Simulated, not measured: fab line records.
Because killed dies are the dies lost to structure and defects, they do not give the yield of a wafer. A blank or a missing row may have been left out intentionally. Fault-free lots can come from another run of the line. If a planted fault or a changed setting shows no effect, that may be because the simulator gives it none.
fab line records    flow n5-finfet
record: lots: 7  wafers: 39
route steps=1938 shown FIN_SAQP@102 ILD0@342 HKMG_FIN@386 MOL_CONTACT_COAG@608 BEOL_M1@811 BEOL_M2@879 BEOL_M3@993
start-h: hours from the record's opening day to when the first of the lot's shown wafers began    wait-h: hours from the lot's prior step to this one    " the same as in the row above    L1.1+2: several wafers, shown together as one row    - either no value or no given start    * or withheld: withheld    < > ~ a bound
route shown NAME@n: NAME is a module with steps in the file, n the number in the route of the first one    usual: the fault-free wafers' mean and standard deviation    same: alike in all rows    chamber/n: place in a boat    sites: the reading at each site    _std_site: how widely they spread, as a standard deviation    _edge_site: the outer-site mean with the inner-site mean subtracted    radius-mm: for every site, how far away it sits from the centre of the wafer    mask NAME#n: copy n    behind: the tool/chamber that last shaped the wafer    hold: the reason the lot was held/the length of the hold in hours/how it ended    device: transistor that didn't switch, given as n, p or np    end of line: the same wafers' tests at the end of the route    where a step has no rows: the recipe by itself    killed: not the wafer's yield, but the dies lost to structure and defects at the first sort    map: dies across one wafer; x = killed, . = not, _ = none there
set.NAME: the run value of the setting; set.NAME@STEP: its run value at that earlier step    model.NAME: the simulator's own value behind a step, which no gauge read
lots whose settings were changed on purpose; a table a step, a row a wafer
== steps ==
step: N5_FIN_SAQP_HM_DEP_72
recipe: material: SiO2  target-thk-a: 120  temp-c: 400  precursor: SiH4/N2O  pressure-torr: 0.75  rf-w: 275  time-s: 7.2
lot.wafer  tool      chamber  start-h  wait-h  set.target-thk-a  model.SiO2_of_FIN_SAQP_HM_DEP_72.thk-nm
L074.2     pecvd-02  0        21.99    0.0     120               11.82
L074.4     "         0        "        "       120               12.01
L074.6     "         1        "        "       120               12.08
L077.1     pecvd-02  2        40.50    0.0     144.2             14.29
L077.2     "         0        "        "       120               11.76
L077.3+5   "         1,0      "        "       120               11.93
L077.4     "         1        "        "       144.2             14.37
L077.6     "         2        "        "       144.2             14.39
L078.1     pecvd-03  1        45.51    0.0     182.2             18.39
L078.2     "         2        "        "       120               11.93
L078.3     "         0        "        "       182.2             18.1
L078.4     "         2        "        "       120               12.15
L078.5     "         0        "        "       182.2             18.36
L078.6     "         1        "        "       120               12.27
L079.1     pecvd-03  1        51.32    0.0     120               11.89
L079.2     "         0        "        "       57.73             5.634
L079.3     "         2        "        "       120               11.63
L079.4     "         1        "        "       120               12.11
L079.5     "         2        "        "       57.73             5.435
L079.6     "         0        "        "       57.73             5.776
L081.1     pecvd-02  2        62.92    0.0     98.97             9.845
L081.2     "         1        "        "       120               11.81
L081.3     "         0        "        "       98.97             9.543
L081.4     "         0        "        "       98.97             9.88
L081.5     "         1        "        "       120               12.3
L081.6     "         2        "        "       120               12.1
L084.1     pecvd-01  0        81.51    0.0     120               11.83
L084.2     "         1        "        "       120               12
L084.3     "         2        "        "       160.3             16.16
L084.4     "         0        "        "       160.3             16.18
L084.5     "         1        "        "       160.3             16.35
L084.6     "         2        "        "       120               12.19
L090.1     pecvd-01  1        117.25   0.0     94.68             9.412
L090.2     "         0        "        "       120               11.72
L090.3     "         2        "        "       120               11.9
L090.4     "         1        "        "       120               12
L090.5+6   "         0,2      "        "       94.68             9.501
step: N5_FIN_SAQP_COAT_49
recipe: resist: SOC  temp-c: 250  time-s: 60  spin-rpm: 1500  resist-thk-nm: 100
step: N5_FIN_SAQP_COAT_50
recipe: resist: SiARC  temp-c: 220  time-s: 60  spin-rpm: 1500  resist-thk-nm: 35
step: N5_FIN_SAQP_ETCH_52
recipe: chemistry: N2/H2  target: SOC  target-depth-a: 1000  overetch-a: 200  mask-material: SiARC  temp-c: 40  time-s: 150  ion-energy-ev: 200  pressure-mtorr: 30  source-w: 840  bias-w: 150  n2-flow-sccm: 200  h2-flow-sccm: 200  ends: end-point
step: N5_FIN_SAQP_STRIP_53
recipe: chemistry: N2/H2  temp-c: 40  n2-flow-sccm: 200  h2-flow-sccm: 200  rf-frequency-hz: 6e+07
step: N5_FIN_SAQP_HM_OPEN_73
recipe: chemistry: CHF3/O2  target: SiO2  stop-on: a-Si  target-depth-a: 120  over-etch-frac: 1.8  mask-material: SOC  time-s: 16.8  pressure-mtorr: 30  source-w: 650  bias-w: 170  Ar_flow_sccm: 200  CHF3_flow_sccm: 50  O2_flow_sccm: 5  ion-energy-ev: 200  ends: end-point
lot.wafer  tool         chamber  start-h  wait-h  set.target-thk-a@FIN_SAQP_HM_DEP_72  model.etch.depth-nm
L074.2     rie-diel-05  2        22.73    0.0     120                                  11.82
L074.4     "            2        "        "       120                                  12.01
L074.6     "            0        "        "       120                                  12.08
L077.1     rie-diel-03  3        41.58    0.0     144.2                                14.29
L077.2     "            0        "        "       120                                  11.76
L077.3+5   "            2        "        "       120                                  11.93
L077.4     "            1        "        "       144.2                                14.37
L077.6     "            1        "        "       144.2                                14.39
L078.1     rie-diel-05  3        46.13    0.0     182.2                                18.39
L078.2     "            2        "        "       120                                  11.93
L078.3     "            1        "        "       182.2                                18.1
L078.4     "            2        "        "       120                                  12.15
L078.5     "            1        "        "       182.2                                18.36
L078.6     "            3        "        "       120                                  12.27
L079.1     rie-diel-05  2        52.18    0.0     120                                  11.89
L079.2     "            1        "        "       57.73                                5.634
L079.3     "            3        "        "       120                                  11.63
L079.4     "            1        "        "       120                                  12.11
L079.5     "            3        "        "       57.73                                5.435
L079.6     "            2        "        "       57.73                                5.776
L081.1     rie-diel-04  1        64.01    0.0     98.97                                9.845
L081.2     "            3        "        "       120                                  11.81
L081.3     "            0        "        "       98.97                                9.543
L081.4     "            2        "        "       98.97                                9.88
L081.5     "            1        "        "       120                                  12.3
L081.6     "            2        "        "       120                                  12.1
L084.1     rie-diel-05  3        82.50    0.0     120                                  11.83
L084.2     "            2        "        "       120                                  12
L084.3     "            1        "        "       160.3                                16.16
L084.4     "            0        "        "       160.3                                16.18
L084.5     "            2        "        "       160.3                                16.35
L084.6     "            1        "        "       120                                  12.19
L090.1     rie-diel-05  0        117.87   0.0     94.68                                9.412
L090.2     "            3        "        "       120                                  11.72
L090.3     "            1        "        "       120                                  11.9
L090.4     "            2        "        "       120                                  12
L090.5+6   "            0,1      "        "       94.68                                9.501
step: N5_ILD0_PRECLEAN_10
recipe: chemistry: NF3:NH3  afs-cycles: 5  time-s: 20  temp-c: 30  sublimation-temp-c: 180  sublimation-time-s: 60  pressure-torr: 3  rf-power-w: 30
lot.wafer  tool              chamber  start-h  wait-h  set.time-s  model.SiO2_flowable_of_ILD0_FCVD_FILL_01.thk-nm
L074.2     remote-plasma-01  0        63.06    0.1     20          120.6
L074.4     "                 0        "        "       20          120.4
L074.6     "                 0        "        "       20          119.8
L077.1     remote-plasma-01  0        83.65    0.0     20          120.4
L077.2     "                 0        "        "       20          121.4
L077.3     "                 0        "        "       12.73       126.4
L077.4     "                 0        "        "       20          120
L077.5     "                 0        "        "       12.73       125.8
L077.6     "                 0        "        "       12.73       125.4
L078.1     remote-plasma-02  1        85.13    0.0     11.17       127.6
L078.2     "                 1        "        "       20          119.8
L078.3     "                 1        "        "       20          121.6
L078.4     "                 1        "        "       11.17       128.2
L078.5     "                 1        "        "       20          120.2
L078.6     "                 1        "        "       11.17       128.4
L079.1     remote-plasma-01  1        90.71    0.0     30.82       113
L079.2     "                 1        "        "       20          120.2
L079.3     "                 1        "        "       30.82       112.4
L079.4     "                 1        "        "       20          119.2
L079.5     "                 1        "        "       30.82       111.8
L079.6     "                 1        "        "       20          119.8
L081.1     remote-plasma-02  0        105.15   0.0     20          122.6
L081.2     "                 0        "        "       20          121
L081.3+6   "                 0        "        "       20          120.6
L081.4     "                 0        "        "       20          122.4
L081.5     "                 0        "        "       20          121.4
L084.1     remote-plasma-01  1        122.55   0.0     31.65       113.4
L084.2     "                 1        "        "       20          121.4
L084.3     "                 1        "        "       20          120.6
L084.4     "                 1        "        "       20          121.2
L084.5     "                 1        "        "       31.65       114.2
L084.6     "                 1        "        "       31.65       113
L090.1     remote-plasma-01  1        155.98   0.0     20          121.4
L090.2     "                 1        "        "       8.647       130
L090.3     "                 1        "        "       8.647       130.6
L090.4     "                 1        "        "       20          121.2
L090.5     "                 1        "        "       8.647       129.8
L090.6     "                 1        "        "       20          120.4
step: N5_HKMG_FIN_HK_ALD_01
recipe: material: HfO2  target-thk-a: 16  temp-c: withheld  ald-precursor-family: HfCl4  ald-co-reactant: H2O  pulse-time-s: 3  purge-time-s: 3  co-reactant-purge-time-s: 2.5  co-reactant-pulse-time-s: 0.3  ald-cycles: 30
lot.wafer   tool       chamber  start-h  wait-h  set.ald-cycles  model.HfO2_of_HKMG_FIN_HK_ALD_01.thk-nm
L074.2+4+6  ald-hk-02  3,0,1    71.63    0.0     30              1.6
L077.1+3+6  ald-hk-02  0,2,0    92.09    0.1     30              1.6
L077.2+4+5  "          1,3,3    "        "       37              2
L078.1+5+6  ald-hk-01  2,1,0    94.99    0.0     16              0.8
L078.2+3+4  "          0,3,1    "        "       30              1.6
L079.1+2+5  ald-hk-01  3,2,3    100.07   0.0     45              2.4
L079.3+4+6  "          1,0,2    "        "       30              1.6
L081.1+4+6  ald-hk-03  1,0,0    113.55   0.1     35              1.8
L081.2+3+5  "          2,3,1    "        "       30              1.6
L084.1+4+6  ald-hk-03  3,0,3    130.84   0.0     30              1.6
L084.2+3+5  "          1,2,2    "        "       16              0.8
L090.1+2+4  ald-hk-01  0,3,1    164.99   0.0     15              0.8
L090.3+5+6  "          2,3,0    "        "       30              1.6
step: N5_HKMG_FIN_HK_ANNEAL_02
recipe: temp-c: 700  time-s: 30  ambient: N2  idle-temp-c: 600  ramp-up-c-per-s: 150  ramp-down-c-per-s: 60  cool-to-c: 600
step: N5_HKMG_FIN_ALD_74
recipe: material: La2O3  target-thk-a: 5  temp-c: 250  ald-precursor-family: La-Cp  ald-co-reactant: O3  pulse-time-s: 6  co-reactant-pulse-time-s: 1  purge-time-s: 3  co-reactant-purge-time-s: 3
step: N5_HKMG_FIN_WET_ETCH_82
recipe: chemistry: dHCl  mix: 1:10000  temp-c: 25  target: La2O3  stop-on: HfO2  target-depth-nm: 2  dry: ipa-marangoni  rinse-time-s: 30  rinse-temp-c: 23
step: N5_HKMG_FIN_ALD_36
recipe: material: TiN  target-thk-a: 10  temp-c: 400  ald-precursor-family: TiCl4  ald-co-reactant: NH3  pulse-time-s: 1  purge-time-s: 3  co-reactant-purge-time-s: 2  co-reactant-pulse-time-s: 2  ald-cycles: 47  pressure-torr: 3
step: N5_HKMG_FIN_THK_MEAS_70
recipe: thk-meas-gauge: xrf  reads: HfO2_of_HKMG_FIN_HK_ALD_01
usual: HK_THK: 1.617/0.023
lot.wafer  tool           chamber  start-h  wait-h  set.ald-cycles@HKMG_FIN_HK_ALD_01  HK_THK[nm]
L074.2     film-metro-02  -        74.99    0.2     30                                 1.621
L074.4     "              -        "        "       30                                 1.575
L074.6     "              -        "        "       30                                 1.588
L077.1     film-metro-01  -        95.99    0.2     30                                 1.608
L077.2     "              -        "        "       37                                 1.976
L077.3     "              -        "        "       30                                 1.609
L077.4     "              -        "        "       37                                 1.977
L077.5     "              -        "        "       37                                 1.988
L077.6     "              -        "        "       30                                 1.624
L078.1     film-metro-02  -        98.57    0.2     16                                 0.863
L078.2     "              -        "        "       30                                 1.595
L078.3     "              -        "        "       30                                 1.643
L078.4     "              -        "        "       30                                 1.573
L078.5     "              -        "        "       16                                 0.883
L078.6     "              -        "        "       16                                 0.865
L079.1     film-metro-02  -        104.04   0.2     45                                 2.365
L079.2     "              -        "        "       45                                 2.372
L079.3     "              -        "        "       30                                 1.629
L079.4     "              -        "        "       30                                 1.586
L079.5     "              -        "        "       45                                 2.395
L079.6     "              -        "        "       30                                 1.586
L081.1     film-metro-02  -        117.98   0.2     35                                 1.860
L081.2     "              -        "        "       30                                 1.628
L081.3     "              -        "        "       30                                 1.645
L081.4     "              -        "        "       35                                 1.898
L081.5     "              -        "        "       30                                 1.620
L081.6     "              -        "        "       35                                 1.860
L084.1     film-metro-02  -        134.31   0.2     30                                 1.630
L084.2     "              -        "        "       16                                 0.905
L084.3     "              -        "        "       16                                 0.890
L084.4     "              -        "        "       30                                 1.599
L084.5     "              -        "        "       16                                 0.885
L084.6     "              -        "        "       30                                 1.616
L090.1     film-metro-02  -        168.38   0.2     15                                 0.809
L090.2     "              -        "        "       15                                 0.801
L090.3     "              -        "        "       30                                 1.627
L090.4     "              -        "        "       15                                 0.827
L090.5     "              -        "        "       30                                 1.592
L090.6     "              -        "        "       30                                 1.626
step: N5_MOL_CONTACT_COAG_ALD_133
recipe: material: SiO2  target-thk-a: 50  temp-c: 100  ald-precursor-family: BDEAS  ald-co-reactant: O2-plasma  pulse-time-s: 1  co-reactant-pulse-time-s: 1  purge-time-s: 2  co-reactant-purge-time-s: 2  ald-cycles: 35  pressure-torr: 2
lot.wafer         tool        chamber      start-h  wait-h  set.ald-cycles  model.SiO2_of_MOL_CONTACT_COAG_ALD_133.thk-nm
L074.2+4+6        ald-sin-04  2,3,2        100.37   0.1     35              5
L077.1+3+4        ald-sin-01  0,3,3        122.78   0.1     28              4
L077.2+5+6        "           2,0,2        "        "       35              5
L078.1+2+3        ald-sin-01  3,2,0        123.76   0.1     35              5
L078.4+5+6        "           0,3,2        "        "       24              3.4
L079.1+2+6        ald-sin-04  0,2,3        130.34   0.1     27              3.8
L079.3+4+5        "           1,3,2        "        "       35              5
L081.1+2+6        ald-sin-04  0,3,0        142.50   0.1     23              3.2
L081.3+4+5        "           2,1,1        "        "       35              5
L084.1+2+3+4+5+6  ald-sin-02  0,2,3,1,0,3  163.74   1.4     35              5
L090.1+4+5        ald-sin-01  3,1,3        196.50   0.1     52              7.4
L090.2+3+6        "           2,0,2        "        "       35              5
step: N5_BEOL_M1_ALD_84
recipe: material: TaN  target-thk-a: *  temp-c: 275  ald-precursor-family: PDMAT  ald-co-reactant: NH3  pressure-torr: 3  carrier-flow-sccm: 1500  pulse-time-s: 2  purge-time-s: 3  co-reactant-purge-time-s: 2  co-reactant-pulse-time-s: 3  ald-cycles: 30  precursor-vessel-temp-c: 75  precursor-vessel-pressure-torr: 26.25  precursor-vessel-carrier-sccm: 1000
lot.wafer       tool          chamber    start-h  wait-h  set.ald-cycles  model.TaN_of_BEOL_M1_ALD_84.thk-nm
L074.2          ald-metal-04  3          124.92   0.0     30              *
L074.4+6        "             0          "        "       30              *
L077.1+3+4+5    ald-metal-04  3,0,1,1    144.24   0.0     30              *
L077.2+6        "             2          "        "       30              *
L078.1+2        ald-metal-02  3,0        151.86   0.1     30              *
L078.3+4+6      "             2,1,1      "        "       44              *
L078.5          "             0          "        "       30              *
L079.1+3+6      ald-metal-01  0,1,1      156.01   0.1     30              *
L079.2+4+5      "             3,2,2      "        "       30              *
L081.1          ald-metal-04  2          171.42   0.0     30              *
L081.2+3+4+5+6  "             3,1,0,1,2  "        "       30              *
L084.1+6        ald-metal-04  1          192.46   0.1     30              *
L084.2+4+5      "             2,3,2      "        "       23              *
L084.3          "             0          "        "       30              *
L090.1+2+3      ald-metal-01  1,0,3      226.77   0.0     25              *
L090.4+5+6      "             2,2,1      "        "       30              *
step: N5_BEOL_M2_DESCUM_33
recipe: chemistry: O2  time-s: 7  source-power-w: 50  bias-power-w: 20  pressure-mtorr: 20  rf-frequency-hz: 2.712e+07  temp-c: 40  resist: CAR-EUV  o2-flow-sccm: 225
lot.wafer       tool         chamber    start-h  wait-h  set.time-s  model.CAR-EUV_of_BEOL_M2_COAT_22.thk-nm
L074.2+4+6      rie-diel-04  1,3,0      130.90   0.3     7           26
L077.1+5+6      rie-diel-04  1,0,3      149.91   0.0     7           26.2
L077.2+3+4      "            0,3,2      "        "       4.578       27.4
L078.1          rie-diel-05  3          158.04   0.1     7           26
L078.2+4        "            0,2        "        "       7           26.2
L078.3+5        "            1,3        "        "       11.08       24
L078.6          "            2          "        "       11.08       24.2
L079.1+2+4      rie-diel-04  0,3,1      161.91   0.0     7           26
L079.3+5        "            2          "        "       4.205       27.4
L079.6          "            1          "        "       4.205       27.6
L081.1+2+4+5+6  rie-diel-05  1,2,3,0,3  177.10   0.0     7           26.2
L081.3          "            0          "        "       7           26
L084.1+2+3      rie-diel-04  3,2,0      201.10   0.0     7           26
L084.4+5+6      "            0,2,3      "        "       3.637       27.6
L090.1+2+5      rie-diel-03  2,1,1      233.21   0.0     8.446       25.4
L090.3          "            3          "        "       7           26
L090.4+6        "            3,2        "        "       7           26.2
step: N5_BEOL_M2_ETCH_77
recipe: chemistry: N2/H2  target: underlayer  target-depth-a: 65  mask-material: CAR-EUV  time-s: 5.2  ion-energy-ev: 200  pressure-mtorr: 30  source-w: 840  bias-w: 150  n2-flow-sccm: 200  h2-flow-sccm: 200  ends: cleared
lot.wafer         tool         chamber      start-h  wait-h  set.time-s@BEOL_M2_DESCUM_33  model.CAR-EUV_of_BEOL_M2_COAT_22.thk-nm
L074.2+4+6        rie-diel-04  1,3,0        130.94   0.0     7                             20.2
L077.1+5+6        rie-diel-04  1,0,3        149.95   0.0     7                             20.4
L077.2+3+4        "            0,3,2        "        "       4.578                         21.6
L078.1            rie-diel-05  3            158.08   0.0     7                             20.2
L078.2+4          "            0,2          "        "       7                             20.4
L078.3+6          "            1,2          "        "       11.08                         18.4
L078.5            "            3            "        "       11.08                         18.2
L079.1+2          rie-diel-04  0,3          161.95   0.0     7                             20.4
L079.3            "            2            "        "       4.205                         21.6
L079.4            "            1            "        "       7                             20.2
L079.5+6          "            2,1          "        "       4.205                         21.8
L081.1+2+3+4+5+6  rie-diel-05  1,2,0,3,0,3  177.14   0.0     7                             20.4
L084.1+2+3        rie-diel-04  3,2,0        201.13   0.0     7                             20.4
L084.4+5          "            0,2          "        "       3.637                         22
L084.6            "            3            "        "       3.637                         21.8
L090.1            rie-diel-03  2            233.25   0.0     8.446                         19.8
L090.2+5          "            1            "        "       8.446                         19.6
L090.3+4+6        "            3,3,2        "        "       7                             20.4
step: N5_BEOL_M3_CVD_47
recipe: material: Co  target-thk-a: 30  temp-c: withheld  precursor: CCTBA/H2  pressure-torr: 30  time-s: 223.8
lot.wafer       tool       chamber    start-h  wait-h  set.target-thk-a  model.Co_of_BEOL_M3_CVD_47.thk-nm
L074.2          cvd-co-02  1          142.32   0.1     30                2.8
L074.4          "          0          "        "       30                3
L074.6          "          2          "        "       30                3.2
L077.1+2+4+5+6  cvd-co-02  1,2,0,2,1  165.19   0.0     30                3
L077.3          "          0          "        "       30                3.2
L078.1+4+6      cvd-co-02  1,0,2      179.64   0.3     40.34             4.2
L078.2+3        "          0,2        "        "       30                3.2
L078.5          "          1          "        "       30                3
L079.1+2        cvd-co-02  2,1        185.74   0.0     30                3.2
L079.3          "          0          "        "       30                3
L079.4+5        "          0,2        "        "       44.7              4.6
L079.6          "          1          "        "       44.7              4.4
L081.1          cvd-co-01  1          192.85   0.0     36.36             3.8
L081.2+4        "          2,0        "        "       36.36             3.6
L081.3+5+6      "          0,1,2      "        "       30                3
L084.1+2+6      cvd-co-02  0,2,2      216.17   0.3     30                3
L084.3+5        "          0          "        "       43.86             4.4
L084.4          "          2          "        "       43.86             4.6
L090.1+2+5+6    cvd-co-02  0,1,0,1    249.73   0.1     30                3
L090.3+4        "          2          "        "       30                3.2
== key ==
split: step: N5_FIN_SAQP_HM_DEP_72  setting: target-thk-a  stated: 120  by: wafer
response: step: N5_FIN_SAQP_HM_DEP_72  reading: model.SiO2_of_FIN_SAQP_HM_DEP_72.thk-nm  change: +0.121  per: 1%  r: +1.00
response: step: N5_FIN_SAQP_HM_OPEN_73  reading: model.etch.depth-nm  change: +0.121  per: 1%  r: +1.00
split: step: N5_ILD0_PRECLEAN_10  setting: time-s  stated: 20  by: wafer
response: step: N5_ILD0_PRECLEAN_10  reading: model.SiO2_flowable_of_ILD0_FCVD_FILL_01.thk-nm  change: -0.147  per: 1%  r: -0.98
split: step: N5_HKMG_FIN_HK_ALD_01  setting: ald-cycles  stated: 30  by: wafer
response: step: N5_HKMG_FIN_HK_ALD_01  reading: model.HfO2_of_HKMG_FIN_HK_ALD_01.thk-nm  change: +0.0164  per: 1%  r: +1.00
response: step: N5_HKMG_FIN_THK_MEAS_70  reading: HK_THK  change: +0.0157  per: 1%  r: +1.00
split: step: N5_MOL_CONTACT_COAG_ALD_133  setting: ald-cycles  stated: 35  by: wafer
response: step: N5_MOL_CONTACT_COAG_ALD_133  reading: model.SiO2_of_MOL_CONTACT_COAG_ALD_133.thk-nm  change: +0.0507  per: 1%  r: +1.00
split: step: N5_BEOL_M1_ALD_84  setting: ald-cycles  stated: 30  by: wafer
response: step: N5_BEOL_M1_ALD_84  reading: model.TaN_of_BEOL_M1_ALD_84.thk-nm  change: *  per: 1%  r: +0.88
split: step: N5_BEOL_M2_DESCUM_33  setting: time-s  stated: 7  by: wafer
response: step: N5_BEOL_M2_DESCUM_33  reading: model.CAR-EUV_of_BEOL_M2_COAT_22.thk-nm  change: -0.035  per: 1%  r: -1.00
response: step: N5_BEOL_M2_ETCH_77  reading: model.CAR-EUV_of_BEOL_M2_COAT_22.thk-nm  change: -0.0339  per: 1%  r: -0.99
split: step: N5_BEOL_M3_CVD_47  setting: target-thk-a  stated: 30  by: wafer
response: step: N5_BEOL_M3_CVD_47  reading: model.Co_of_BEOL_M3_CVD_47.thk-nm  change: +0.0303  per: 1%  r: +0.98
